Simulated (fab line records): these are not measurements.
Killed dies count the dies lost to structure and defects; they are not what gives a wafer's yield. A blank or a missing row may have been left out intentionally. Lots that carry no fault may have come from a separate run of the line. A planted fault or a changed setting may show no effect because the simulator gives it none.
fab line records	flow n5-finfet
record: lots: 5	wafers: 15	last-day: 14
route steps=1938 shown SD_EPI_P@307
lots that met no fault: from a run of the same line without faults
start-h: hours from the record's opening day to when the first of the lot's shown wafers began	wait-h: hours elapsed since this lot's preceding step	" repeats the value in the row above	L1.1+2: one row covering several wafers at once	- no value, or no start was given	* or withheld: withheld	< > ~ a bound
route shown NAME@n: a module of which the file shows steps, and the number in the route of the first	usual: the fault-free wafers' mean and standard deviation	same: alike in all rows	chamber/n: place in a boat	sites: the reading at each site	_std_site: standard deviation of those values	_edge_site: the outer-site mean with the inner-site mean subtracted	radius-mm: how far each site lies from the wafer's centre	mask NAME#n: copy n	behind: the tool/chamber that last shaped the wafer	hold: the reason the lot was held/the length of the hold in hours/how it ended	device: transistor that didn't switch, given as n, p or np	end of line: tests run on the same wafers once the route is complete	where a step has no rows: the recipe by itself	killed: not the wafer's yield, but the dies lost to structure and defects at the first sort	map: a wafer's dies, marking killed ones x, the rest . and places with no die _
set.NAME: the setting that was run; set.NAME@STEP: the one run at that earlier step	model.NAME: the simulator's own value behind a step, which no gauge read
lots seen at some steps along the route; tables by step, rows by wafer
services: a tool's chamber out of use, with start hour (start-h, from the record's first day; less than 0 if before it), hours out, and reason
== steps ==
step: N5_SD_EPI_P_ETCH_36
recipe: chemistry: CF4	target: SiARC	target-depth-a: 455	mask-material: CAR-ArF-block	time-s: 75.8	ion-energy-ev: 80	pressure-mtorr: 40	source-w: 545	bias-w: 36	Ar_flow_sccm: 100	cf4-flow-sccm: 100	ends: cleared
usual: drypump-motor-current-A: 5.7/0.39	etch-rf-on-time-s: 75.2/1.1	oes-product-au: 0.69/0.062	rf-vpp-V: 184.2/0.9	showerhead-plenum-p-Torr: 2.16/0.043	throttle-valve-pct: 15.57/0.28
lot.wafer	tool	chamber	start-h	wait-h	drypump-motor-current-A	etch-rf-on-time-s	oes-product-au	rf-hours-counter-h	rf-vpp-V	showerhead-plenum-p-Torr	throttle-valve-pct
L074.2	rie-diel-03	0	58.12	0.0	6.2	76.6	0.70	88	184.0	2.08	15.28
L074.4	"	2	"	"	5.5	75.0	0.67	-	186.0	2.16	15.49
L074.5	"	0	"	"	6.2	76.6	0.70	-	183.4	2.08	15.31
L075.2	rie-diel-05	1	58.44	0.0	6.2	75.3	0.73	56	184.6	2.18	15.79
L075.3	"	3	"	"	5.4	73.8	0.67	132	183.5	2.15	16.04
L075.6	"	1	"	"	6.2	75.3	0.73	-	184.4	2.18	15.79
L078.2	rie-diel-01	2	82.84	0.0	5.7	75.1	0.76	27	184.4	2.10	15.26
L078.4	"	0	"	"	5.6	75.4	0.68	110	184.5	2.16	15.53
L078.6	"	0	"	"	5.6	75.3	0.68	-	183.1	2.16	15.52
L081.1	rie-diel-01	2	95.82	0.0	5.7	74.4	0.76	30	184.7	2.10	15.26
L081.2	"	0	"	"	5.6	74.7	0.68	113	185.5	2.15	15.52
L081.3	"	1	"	"	5.7	76.0	0.75	52	185.2	2.18	15.47
L086.1	rie-diel-01	3	127.19	0.0	5.1	73.9	0.60	234	183.8	2.20	15.70
L086.4	"	3	"	"	5.1	73.8	0.60	-	185.2	2.20	15.70
L086.6	"	1	"	"	5.7	75.6	0.73	-	184.4	2.18	15.48
step: N5_SD_EPI_P_ETCH_37
recipe: chemistry: N2/H2	target: SOC	overetch-a: 1080	mask-material: SiARC	temp-c: 40	ion-energy-ev: 100	source-w: 3000	bias-w: 133	pressure-mtorr: 20	time-s: 486	n2-flow-sccm: 200	h2-flow-sccm: 200	ends: end-point
usual: drypump-motor-current-A: 5.8/0.39	oes-product-au: 0.72/0.063	rf-vpp-V: 240.9/1	showerhead-plenum-p-Torr: 2.55/0.057	temp-c: 40.01/0.12	throttle-valve-pct: 23.7/0.34
lot.wafer	tool	chamber	start-h	wait-h	drypump-motor-current-A	oes-product-au	rf-hours-counter-h	rf-vpp-V	showerhead-plenum-p-Torr	temp-c	throttle-valve-pct
L074.2	rie-diel-03	0	58.18	0.0	6.2	0.75	88	240.4	2.46	40.01	23.4
L074.4	"	2	"	"	5.4	0.70	-	240.7	2.56	40.03	23.9
L074.5	"	0	"	"	6.2	0.74	-	240.3	2.46	40.06	23.4
L075.2	rie-diel-05	1	58.49	0.0	6.2	0.77	56	241.7	2.57	40.04	24.2
L075.3	"	3	"	"	5.4	0.70	132	241.7	2.54	39.97	24.0
L075.6	"	1	"	"	6.2	0.76	-	241.3	2.57	39.84	24.2
L078.2	rie-diel-01	2	82.89	0.0	5.7	0.79	27	239.7	2.48	39.83	23.2
L078.4	"	0	"	"	5.6	0.70	110	241.7	2.56	40.22	23.8
L078.6	"	0	"	"	5.6	0.70	-	242.4	2.56	40.29	23.9
L081.1	rie-diel-01	2	95.87	0.0	5.7	0.78	30	238.8	2.48	39.81	23.2
L081.2	"	0	"	"	5.6	0.70	113	240.6	2.56	40.11	23.9
L081.3	"	1	"	"	5.7	0.78	52	241.2	2.58	40.12	23.7
L086.1	rie-diel-01	3	127.25	0.0	5.1	0.62	234	242.0	2.61	40.04	23.8
L086.4	"	3	"	"	5.1	0.62	-	241.1	2.61	40.02	23.8
L086.6	"	1	"	"	5.7	0.77	-	241.3	2.58	40.28	23.7
step: N5_SD_EPI_P_STRIP_38
recipe: chemistry: N2/H2	temp-c: 40	n2-flow-sccm: 200	h2-flow-sccm: 200	rf-frequency-hz: 6e+07
lot.wafer	tool	chamber	start-h	wait-h
L074.2+4+5	rie-diel-03	0,2,0	58.50	0.2
L075.2+3+6	rie-diel-05	1,3,1	58.81	0.2
L078.2+4+6	rie-diel-01	2,0,0	83.21	0.2
L081.1+2+3	rie-diel-01	2,0,1	96.19	0.2
L086.1+4+6	rie-diel-01	3,3,1	127.56	0.2
step: N5_SD_EPI_P_ETCHBACK_46
recipe: chemistry: CH3F/O2	mode: anisotropic-etchback	target: SiNx	target-depth-a: 175	stop-on: SiO2	over-etch-frac: 0.3	ion-energy-ev: 120	pressure-mtorr: 30	source-w: 395	bias-w: 73	Ar_flow_sccm: 150	CH3F_flow_sccm: 30	O2_flow_sccm: 20
usual: drypump-motor-current-A: 5.7/0.39	oes-product-au: 0.69/0.06	rf-vpp-V: 297/3	showerhead-plenum-p-Torr: 2.01/0.044	throttle-valve-pct: 16.30/0.28
lot.wafer	tool	chamber	start-h	wait-h	drypump-motor-current-A	oes-product-au	rf-hours-counter-h	rf-vpp-V	showerhead-plenum-p-Torr	throttle-valve-pct
L074.2	rie-diel-03	0	58.51	0.0	6.2	0.71	88	297	1.94	16.01
L074.4	"	2	"	"	5.4	0.66	-	297	2.02	16.24
L074.5	"	0	"	"	6.2	0.71	-	295	1.94	16.03
L075.2	rie-diel-05	1	58.82	0.0	6.2	0.73	56	299	2.03	16.52
L075.3	"	3	"	"	5.4	0.67	132	294	2.00	16.72
L075.6	"	1	"	"	6.2	0.73	-	298	2.03	16.53
L078.2	rie-diel-01	2	83.22	0.0	5.7	0.76	27	298	1.95	15.96
L078.4	"	0	"	"	5.6	0.67	110	296	2.02	16.29
L078.6	"	0	"	"	5.6	0.68	-	296	2.02	16.29
L081.1	rie-diel-01	2	96.20	0.0	5.7	0.76	30	300	1.95	15.95
L081.2	"	0	"	"	5.6	0.67	113	296	2.02	16.31
L081.3	"	1	"	"	5.7	0.75	52	301	2.04	16.20
L086.1	rie-diel-01	3	127.57	0.0	5.1	0.60	234	297	2.05	16.44
L086.4	"	3	"	"	5.1	0.59	-	298	2.05	16.42
L086.6	"	1	"	"	5.7	0.73	-	303	2.03	16.23
step: N5_SD_EPI_P_ETCH_47
recipe: chemistry: CH3F/O2	target: SiOCN	target-depth-a: 250	mask-material: SOC	ion-energy-ev: 60	bias-w: 29	pressure-mtorr: 30	source-w: 410	Ar_flow_sccm: 150	CH3F_flow_sccm: 30	O2_flow_sccm: 20
usual: drypump-motor-current-A: 5.7/0.39	oes-product-au: 0.81/0.074	rf-vpp-V: 127.3/1.5	showerhead-plenum-p-Torr: 2.01/0.044	throttle-valve-pct: 16.28/0.28
lot.wafer	tool	chamber	start-h	wait-h	drypump-motor-current-A	oes-product-au	rf-hours-counter-h	rf-vpp-V	showerhead-plenum-p-Torr	throttle-valve-pct
L074.2	rie-diel-03	0	58.61	0.1	6.2	0.84	88	127.4	1.94	16.01
L074.4	"	2	"	"	5.5	0.78	-	127.0	2.02	16.20
L074.5	"	0	"	"	6.2	0.83	-	127.0	1.94	15.99
L075.2	rie-diel-05	1	58.92	0.1	6.2	0.85	56	128.2	2.03	16.50
L075.3	"	3	"	"	5.4	0.78	132	126.9	2.00	16.71
L075.6	"	1	"	"	6.2	0.85	-	126.1	2.03	16.49
L078.2	rie-diel-01	2	83.32	0.1	5.7	0.89	27	128.4	1.95	15.92
L078.4	"	0	"	"	5.6	0.80	110	126.9	2.02	16.28
L078.6	"	0	"	"	5.7	0.81	-	128.4	2.02	16.28
L081.1	rie-diel-01	2	96.30	0.1	5.7	0.89	30	128.5	1.95	15.92
L081.2	"	0	"	"	5.6	0.79	113	125.7	2.02	16.27
L081.3	"	1	"	"	5.7	0.87	52	129.2	2.04	16.18
L086.1	rie-diel-01	3	127.67	0.1	5.2	0.69	234	128.5	2.05	16.41
L086.4	"	3	"	"	5.2	0.69	-	126.9	2.05	16.42
L086.6	"	1	"	"	5.7	0.86	-	129.8	2.03	16.18
step: N5_SD_EPI_P_ETCH_16
recipe: chemistry: CHF3/O2	target: SiO2	target-depth-a: 50	mask-material: SOC	pressure-mtorr: 30	source-w: 650	bias-w: 170	Ar_flow_sccm: 200	CHF3_flow_sccm: 50	O2_flow_sccm: 5	ion-energy-ev: 200
usual: drypump-motor-current-A: 5.8/0.39	oes-product-au: 0.81/0.074	rf-vpp-V: 523/5.3	showerhead-plenum-p-Torr: 2.43/0.051	throttle-valve-pct: 18.86/0.28
lot.wafer	tool	chamber	start-h	wait-h	drypump-motor-current-A	oes-product-au	rf-hours-counter-h	rf-vpp-V	showerhead-plenum-p-Torr	throttle-valve-pct
L074.2	rie-diel-03	0	58.71	0.1	6.2	0.82	88	523	2.34	18.57
L074.4	"	2	"	"	5.5	0.79	-	524	2.43	18.80
L074.5	"	0	"	"	6.2	0.83	-	521	2.34	18.57
L075.2	rie-diel-05	1	59.02	0.1	6.2	0.85	56	522	2.44	19.09
L075.3	"	3	"	"	5.4	0.78	132	519	2.41	19.32
L075.6	"	1	"	"	6.2	0.85	-	523	2.44	19.10
L078.2	rie-diel-01	2	83.42	0.1	5.7	0.89	27	528	2.36	18.51
L078.4	"	0	"	"	5.6	0.79	110	521	2.43	18.84
L078.6	"	0	"	"	5.6	0.79	-	522	2.43	18.87
L081.1	rie-diel-01	2	96.40	0.1	5.7	0.89	30	529	2.35	18.52
L081.2	"	0	"	"	5.6	0.79	113	523	2.43	18.87
L081.3	"	1	"	"	5.8	0.88	52	534	2.45	18.80
L086.1	rie-diel-01	3	127.77	0.1	5.1	0.69	234	523	2.48	18.98
L086.4	"	3	"	"	5.2	0.69	-	526	2.48	18.98
L086.6	"	1	"	"	5.7	0.86	-	534	2.45	18.79
step: N5_SD_EPI_P_STRIP_50
recipe: chemistry: CHF3/O2	resist: SiARC	rf-frequency-hz: 6e+07
lot.wafer	tool	chamber	start-h	wait-h
L074.2+4+5	rie-diel-03	0,2,0	58.75	0.0
L075.2+3+6	rie-diel-05	1,3,1	59.06	0.0
L078.2+4+6	rie-diel-01	2,0,0	83.46	0.0
L081.1+2+3	rie-diel-01	2,0,1	96.44	0.0
L086.1+4+6	rie-diel-01	3,3,1	127.81	0.0
step: N5_SD_EPI_P_SD_RECESS_17
recipe: chemistry: HBr/Cl2/O2	target-depth-a: 391	bt-time-s: 3	pressure-mtorr: 10	icp-w: 800	bias-w: 112	HBr_flow_sccm: 150	Cl2_flow_sccm: 80	O2_flow_sccm: 12
usual: drypump-motor-current-A: 5.7/0.52	mfc-cl2-sccm: 79.99/0.24	oes-product-au: 0.990/0.013	throttle-valve-pct: 37.0/0.35
lot.wafer	tool	chamber	start-h	wait-h	drypump-motor-current-A	mfc-cl2-sccm	oes-product-au	rf-hours-counter-h	throttle-valve-pct
L074.2	rie-si-05	0	58.78	0.0	5.9	80.20	1.009	154	37.5
L074.4	"	3	"	"	5.3	79.91	0.988	44	37.7
L074.5	"	1	"	"	5.7	79.73	0.994	-	36.8
L075.2	rie-si-02	1	59.09	0.0	5.4	80.37	1.005	66	37.4
L075.3	"	3	"	"	5.8	79.69	0.977	32	37.0
L075.6	"	0	"	"	5.9	80.09	0.992	-	36.5
L078.2	rie-si-05	1	83.49	0.0	5.8	80.17	0.994	117	36.8
L078.4	"	0	"	"	5.9	80.36	0.997	155	37.5
L078.6	"	3	"	"	5.3	79.84	0.994	-	37.7
L081.1	rie-si-05	1	96.47	0.0	5.8	79.72	1.003	117	36.8
L081.2	"	3	"	"	5.4	79.97	0.997	45	37.7
L081.3	"	2	"	"	4.8	80.09	0.968	49	36.8
L086.1	rie-si-05	3	127.84	0.0	5.4	80.24	0.988	46	37.7
L086.4	"	1	"	"	5.8	79.95	0.992	118	36.8
L086.6	"	1	"	"	5.8	80.00	0.987	-	36.8
step: N5_SD_EPI_P_WET_ETCH_45
recipe: chemistry: dHF	dilution: withheld	time-s: 10.7	target: SiO2	target-depth-a: 20	temp-c: 25	dry: ipa-marangoni	rinse-time-s: 30	rinse-temp-c: 23
usual: temp-c: 25.00/0.1
lot.wafer	tool	chamber	start-h	wait-h	temp-c
L074.2	wet-bench-03	5	58.87	0.1	25.13
L074.4	"	1	"	"	25.00
L074.5	"	3	"	"	24.94
L075.2	wet-bench-03	6	59.18	0.1	24.98
L075.3	"	3	"	"	25.05
L075.6	"	7	"	"	24.97
L078.2	wet-bench-03	6	83.58	0.1	25.00
L078.4	"	3	"	"	25.06
L078.6	"	1	"	"	24.94
L081.1	wet-bench-02	5	96.56	0.1	24.98
L081.2	"	0	"	"	24.74
L081.3	"	1	"	"	24.78
L086.1	wet-bench-03	7	127.94	0.1	25.06
L086.4	"	3	"	"	25.05
L086.6	"	0	"	"	25.03
step: N5_SD_EPI_P_STRIP_40
recipe: chemistry: N2/H2	power-w: 1000	temp-c: 250	h2-frac: 0.65	overash-fraction: 0.3	pressure-mtorr: withheld	n2-flow-sccm: 1750	h2-flow-sccm: 3250
usual: drypump-motor-current-A: 6.3/0.36	heater-power-w: 333/21	oes-product-au: 0.760/0.011	temp-c: 250.00/0.19
same: overash-fraction: 0.3
lot.wafer	tool	chamber	start-h	wait-h	drypump-motor-current-A	heater-power-w	oes-product-au	rf-hours-counter-h	temp-c
L074.2	plasma-asher-01	0	58.92	0.0	5.5	370	0.755	31	250.40
L074.4	"	0	"	"	5.6	368	0.749	-	250.19
L074.5	"	0	"	"	5.5	365	0.752	-	250.10
L075.2	plasma-asher-02	0	59.23	0.0	6.4	324	0.758	89	249.88
L075.3	"	0	"	"	6.5	328	0.758	-	250.30
L075.6	"	1	"	"	6.5	319	0.755	-	249.80
L078.2	plasma-asher-02	0	83.64	0.0	6.4	333	0.754	95	249.85
L078.4	"	1	"	"	6.5	311	0.754	-	249.90
L078.6	"	0	"	"	6.4	327	0.763	-	249.61
L081.1	plasma-asher-01	0	96.61	0.0	5.6	362	0.757	39	250.26
L081.2	"	1	"	"	6.5	338	0.772	39	250.01
L081.3	"	1	"	"	6.5	336	0.750	-	250.08
L086.1	plasma-asher-02	1	127.99	0.0	6.5	312	0.763	104	250.26
L086.4	"	1	"	"	6.5	314	0.763	-	250.23
L086.6	"	0	"	"	6.4	326	0.739	-	249.82
step: N5_SD_EPI_P_PRECLEAN_52
recipe: chemistry: O3/DIW	time-s: 60	temp-c: 22	o3-ppm: 10
usual: bath-heat-duty-pct: 2.3/0.4	temp-c: 22.01/0.11
lot.wafer	tool	chamber	start-h	wait-h	bath-heat-duty-pct	temp-c
L074.2	wet-bench-02	4	59.02	-	3.0	21.92
L074.4	"	5	"	"	2.1	21.95
L074.5	"	1	"	"	2.6	22.09
L075.2	wet-bench-04	7	59.32	-	2.5	21.95
L075.3	"	5	"	"	2.1	21.87
L075.6	"	3	"	"	2.8	22.16
L078.2	wet-bench-04	4	83.72	-	2.2	21.98
L078.4	"	0	"	"	2.9	22.10
L078.6	"	6	"	"	2.3	22.02
L081.1	wet-bench-04	4	96.70	-	2.1	21.95
L081.2	"	5	"	"	2.0	22.04
L081.3	"	1	"	"	2.8	22.03
L086.1	wet-bench-04	1	128.08	-	2.7	21.95
L086.4	"	0	"	"	2.2	21.97
L086.6	"	7	"	"	2.3	21.87
step: N5_SD_EPI_P_SRD_20
recipe: dry: ipa-marangoni	do-ppb: 5	time-s: 30	temp-c: 23	rinse-liquid: diw
usual: bath-heat-duty-pct: 3.6/0.48	temp-c: 22.99/0.1
lot.wafer	tool	chamber	start-h	wait-h	bath-heat-duty-pct	temp-c
L074.2	wet-bench-02	4	59.04	0.0	4.4	23.05
L074.4	"	5	"	"	4.1	23.11
L074.5	"	1	"	"	4.2	23.03
L075.2	wet-bench-04	7	59.34	0.0	3.5	22.90
L075.3	"	5	"	"	3.6	23.12
L075.6	"	3	"	"	3.0	23.05
L078.2	wet-bench-04	4	83.75	0.0	3.2	23.02
L078.4	"	0	"	"	4.2	22.97
L078.6	"	6	"	"	2.6	22.88
L081.1	wet-bench-04	4	96.72	0.0	4.0	22.94
L081.2	"	5	"	"	3.9	22.94
L081.3	"	1	"	"	3.8	22.87
L086.1	wet-bench-04	1	128.10	0.0	2.7	22.89
L086.4	"	0	"	"	3.7	23.07
L086.6	"	7	"	"	3.6	23.37
step: N5_SD_EPI_P_PRECLEAN_51
recipe: chemistry: NF3:NH3	afs-cycles: 1	temp-c: 30	time-s: 20	sublimation-temp-c: 180	sublimation-time-s: 60	pressure-torr: 3	rf-power-w: 30
usual: sublimation-temp-c: 180.00/0.15
lot.wafer	tool	chamber	start-h	wait-h	sublimation-temp-c
L074.2	epi-rpcvd-03	0	59.12	0.1	180.11
L074.4	"	0	"	"	179.95
L074.5	"	0	"	"	180.02
L075.2	epi-rpcvd-02	0	59.42	0.1	180.18
L075.3	"	0	"	"	179.94
L075.6	"	0	"	"	179.92
L078.2	epi-rpcvd-03	0	83.83	0.1	179.96
L078.4	"	0	"	"	179.97
L078.6	"	0	"	"	179.88
L081.1	epi-rpcvd-02	0	96.77	0.0	180.03
L081.2	"	0	"	"	179.87
L081.3	"	0	"	"	179.88
L086.1	epi-rpcvd-02	0	128.15	0.0	180.02
L086.4	"	0	"	"	179.88
L086.6	"	0	"	"	179.96
step: N5_SD_EPI_P_VAPOR_ETCH_44
recipe: chemistry: NF3/Ar	target: SiGe30	temp-c: 25	time-s: 3.3	mode: isotropic
lot.wafer	tool	chamber	start-h	wait-h
L074.2+4+5	epi-rpcvd-03	0	59.30	0.1
L075.2+3+6	epi-rpcvd-02	0	59.60	0.1
L078.2+4+6	epi-rpcvd-03	0	84.01	0.1
L081.1+2+3	epi-rpcvd-02	0	96.95	0.1
L086.1+4+6	epi-rpcvd-02	0	128.33	0.1
step: N5_SD_EPI_P_EPI_21
recipe: material: SiGe:B	dopant: B	temp-c: 550	pressure-torr: 20	ambient: H2	time-s: 355
lot.wafer	tool	chamber	start-h	wait-h
L074.2+4+5	epi-rpcvd-03	0	59.81	0.5
L075.2+3+6	epi-rpcvd-02	0	60.11	0.5
L078.2+4+6	epi-rpcvd-03	0	84.52	0.5
L081.1+2+3	epi-rpcvd-02	0	97.13	0.1
L086.1+4+6	epi-rpcvd-02	0	128.51	0.1
step: N5_SD_EPI_P_EPI_MEAS_23
recipe: mode: xrd
usual: thk-nm: 60.9/1.1
lot.wafer	tool	chamber	start-h	wait-h	thk-nm
L074.2	film-metro-02	-	61.64	1.5	58.4
L074.4	"	-	"	"	61.6
L074.5	"	-	"	"	61.1
L075.2	film-metro-02	-	61.97	1.5	61.9
L075.3	"	-	"	"	63.2
L075.6	"	-	"	"	61.2
L078.2	film-metro-02	-	86.35	1.5	59.6
L078.4	"	-	"	"	59.7
L078.6	"	-	"	"	61.2
L081.1	film-metro-02	-	99.33	1.8	62.5
L081.2	"	-	"	"	60.9
L081.3	"	-	"	"	60.7
L086.1	film-metro-02	-	130.71	1.8	59.8
L086.4	"	-	"	"	58.6
L086.6	"	-	"	"	59.9
step: N5_SD_EPI_P_HM_STRIP_48
recipe: chemistry: H3PO4	temp-c: 160	material: SiNx	target: SiNx	target-depth-a: 30	overetch-fraction: 0.3
usual: bath-heat-duty-pct: 26.1/2.3	temp-c: 159.99/0.14
lot.wafer	tool	chamber	start-h	wait-h	bath-heat-duty-pct	temp-c
L074.2	wet-bench-03	4	61.68	0.0	28.1	160.08
L074.4	"	1	"	"	19.7	160.01
L074.5	"	2	"	"	27.1	159.97
L075.2	wet-bench-04	6	62.00	0.0	22.8	160.15
L075.3	"	5	"	"	27.1	159.83
L075.6	"	1	"	"	24.6	159.90
L078.2	wet-bench-02	4	86.39	0.0	32.1	160.04
L078.4	"	1	"	"	28.8	159.89
L078.6	"	2	"	"	23.9	160.19
L081.1	wet-bench-03	1	99.36	0.0	20.2	159.76
L081.2	"	5	"	"	24.4	160.08
L081.3	"	2	"	"	26.2	159.91
L086.1	wet-bench-04	7	130.75	0.0	27.4	159.92
L086.4	"	0	"	"	29.8	159.98
L086.6	"	5	"	"	25.4	159.92
step: N5_SD_EPI_P_SRD_49
recipe: dry: ipa-marangoni	time-s: 30	temp-c: 23	rinse-liquid: diw
usual: bath-heat-duty-pct: 3.6/0.44	temp-c: 23.01/0.11
lot.wafer	tool	chamber	start-h	wait-h	bath-heat-duty-pct	temp-c
L074.2	wet-bench-03	4	61.73	0.0	3.2	22.97
L074.4	"	1	"	"	3.0	22.94
L074.5	"	2	"	"	3.5	23.08
L075.2	wet-bench-04	6	62.06	0.0	3.4	23.12
L075.3	"	5	"	"	3.9	22.98
L075.6	"	1	"	"	4.2	23.07
L078.2	wet-bench-02	4	86.44	0.0	4.1	23.02
L078.4	"	1	"	"	3.6	23.12
L078.6	"	2	"	"	3.4	23.05
L081.1	wet-bench-03	1	99.42	0.0	3.1	22.92
L081.2	"	5	"	"	3.4	23.07
L081.3	"	2	"	"	3.1	23.02
L086.1	wet-bench-04	7	130.80	0.0	4.2	22.99
L086.4	"	0	"	"	4.1	23.04
L086.6	"	5	"	"	3.9	23.01
step: N5_SD_EPI_P_PRECLEAN_24
recipe: chemistry: O3/DIW	time-s: 45	temp-c: 22	o3-ppm: 10
usual: bath-heat-duty-pct: 2.2/0.42	temp-c: 22.01/0.1
lot.wafer	tool	chamber	start-h	wait-h	bath-heat-duty-pct	temp-c
L074.2	wet-bench-03	4	61.75	0.0	2.8	22.01
L074.4	"	1	"	"	1.7	21.92
L074.5	"	2	"	"	2.3	22.03
L075.2	wet-bench-04	6	62.08	0.0	1.6	21.97
L075.3	"	5	"	"	2.5	22.04
L075.6	"	1	"	"	2.5	22.06
L078.2	wet-bench-02	4	86.46	0.0	2.6	21.86
L078.4	"	1	"	"	2.6	22.01
L078.6	"	2	"	"	2.2	21.82
L081.1	wet-bench-03	1	99.44	0.0	1.6	22.02
L081.2	"	5	"	"	1.6	22.02
L081.3	"	2	"	"	2.9	22.00
L086.1	wet-bench-04	7	130.82	0.0	1.9	22.00
L086.4	"	0	"	"	2.6	22.24
L086.6	"	5	"	"	2.1	21.91
step: N5_SD_EPI_P_PRECLEAN_32
recipe: chemistry: dHF	time-s: 10	dilution: 500:1	temp-c: 25
usual: bath-heat-duty-pct: 6.1/0.73	temp-c: 25.01/0.12
lot.wafer	tool	chamber	start-h	wait-h	bath-heat-duty-pct	temp-c
L074.2	wet-bench-03	4	61.76	0.0	5.0	25.07
L074.4	"	1	"	"	5.3	24.85
L074.5	"	2	"	"	6.3	25.12
L075.2	wet-bench-04	6	62.09	0.0	5.6	25.28
L075.3	"	5	"	"	7.1	25.14
L075.6	"	1	"	"	6.4	24.91
L078.2	wet-bench-02	4	86.47	0.0	7.3	25.07
L078.4	"	1	"	"	6.8	25.11
L078.6	"	2	"	"	6.2	24.80
L081.1	wet-bench-03	1	99.45	0.0	3.6	24.94
L081.2	"	5	"	"	5.6	25.20
L081.3	"	2	"	"	5.6	25.15
L086.1	wet-bench-04	7	130.83	0.0	6.7	25.05
L086.4	"	0	"	"	7.2	24.92
L086.6	"	5	"	"	6.3	25.27
step: N5_SD_EPI_P_PRECLEAN_33
recipe: chemistry: SC2	time-s: 45	temp-c: 35	mix: 1:1:50
usual: bath-heat-duty-pct: 3.2/0.51	temp-c: 35.01/0.1
lot.wafer	tool	chamber	start-h	wait-h	bath-heat-duty-pct	temp-c
L074.2	wet-bench-03	4	61.76	0.0	3.4	35.11
L074.4	"	1	"	"	2.1	34.98
L074.5	"	2	"	"	3.2	34.91
L075.2	wet-bench-04	6	62.10	0.0	3.4	35.01
L075.3	"	5	"	"	2.6	35.01
L075.6	"	1	"	"	3.1	34.98
L078.2	wet-bench-02	4	86.47	0.0	3.0	35.11
L078.4	"	1	"	"	3.4	35.14
L078.6	"	2	"	"	3.2	34.95
L081.1	wet-bench-03	1	99.46	0.0	2.3	35.08
L081.2	"	5	"	"	2.8	35.09
L081.3	"	2	"	"	3.4	35.02
L086.1	wet-bench-04	7	130.83	0.0	3.0	35.04
L086.4	"	0	"	"	3.6	34.86
L086.6	"	5	"	"	4.0	35.10
step: N5_SD_EPI_P_SRD_25
recipe: time-s: 30	temp-c: 23	rinse-liquid: diw	dry: ipa-marangoni
usual: bath-heat-duty-pct: 3.5/0.49	temp-c: 23.01/0.11
lot.wafer	tool	chamber	start-h	wait-h	bath-heat-duty-pct	temp-c
L074.2	wet-bench-03	4	61.78	0.0	3.9	22.91
L074.4	"	1	"	"	3.2	22.73
L074.5	"	2	"	"	3.5	22.99
L075.2	wet-bench-04	6	62.11	0.0	2.9	22.96
L075.3	"	5	"	"	3.8	23.01
L075.6	"	1	"	"	3.1	23.15
L078.2	wet-bench-02	4	86.49	0.0	3.9	23.04
L078.4	"	1	"	"	3.9	22.92
L078.6	"	2	"	"	3.6	22.96
L081.1	wet-bench-03	1	99.47	0.0	2.5	23.07
L081.2	"	5	"	"	3.0	22.97
L081.3	"	2	"	"	2.9	22.86
L086.1	wet-bench-04	7	130.84	0.0	3.2	22.94
L086.4	"	0	"	"	3.5	22.81
L086.6	"	5	"	"	3.1	22.98
step: N5_SD_EPI_P_INSPECT_26
recipe: inspect-instrument: darkfield	mode: post-epi
usual: raw-defect-count: 163/34
lot.wafer	tool	chamber	start-h	wait-h	raw-defect-count
L074.2	defect-inspect-01	-	61.82	0.0	163
L074.4	"	-	"	"	187
L074.5	"	-	"	"	163
L075.2	defect-inspect-01	-	62.15	0.0	120
L075.3	"	-	"	"	103
L075.6	"	-	"	"	160
L078.2	defect-inspect-02	-	86.53	0.0	129
L078.4	"	-	"	"	114
L078.6	"	-	"	"	130
L081.1	defect-inspect-02	-	99.51	0.0	236
L081.2	"	-	"	"	231
L081.3	"	-	"	"	169
L086.1	defect-inspect-01	-	130.88	0.0	163
L086.4	"	-	"	"	139
L086.6	"	-	"	"	138
== services ==
tool	chamber	start-h	hours	kind
rie-diel-03	-	37.77	0.8	repair
rie-diel-01	3	39.06	7.1	repair
rie-diel-05	2	40.00	-	clean
rie-diel-05	2	40.00	-	consumable-replace:focus-ring
rie-diel-05	2	40.00	17.0	scheduled-down
rie-diel-05	2	40.00	17.0	vent-cycle
rie-diel-01	1	43.87	7.9	repair
rie-diel-01	0	45.22	2.3	repair
rie-diel-03	3	47.62	-	clean
rie-diel-03	3	47.62	-	consumable-replace:focus-ring
rie-diel-03	3	47.62	16.9	scheduled-down
rie-diel-03	3	47.62	16.9	vent-cycle
epi-rpcvd-02	-	69.97	0.5	pm
rie-si-02	3	70.82	6.4	repair
wet-bench-03	-	71.53	1.3	repair
rie-diel-05	0	106.62	15.8	repair
rie-diel-01	0	123.95	6.4	repair
== key ==
fault none
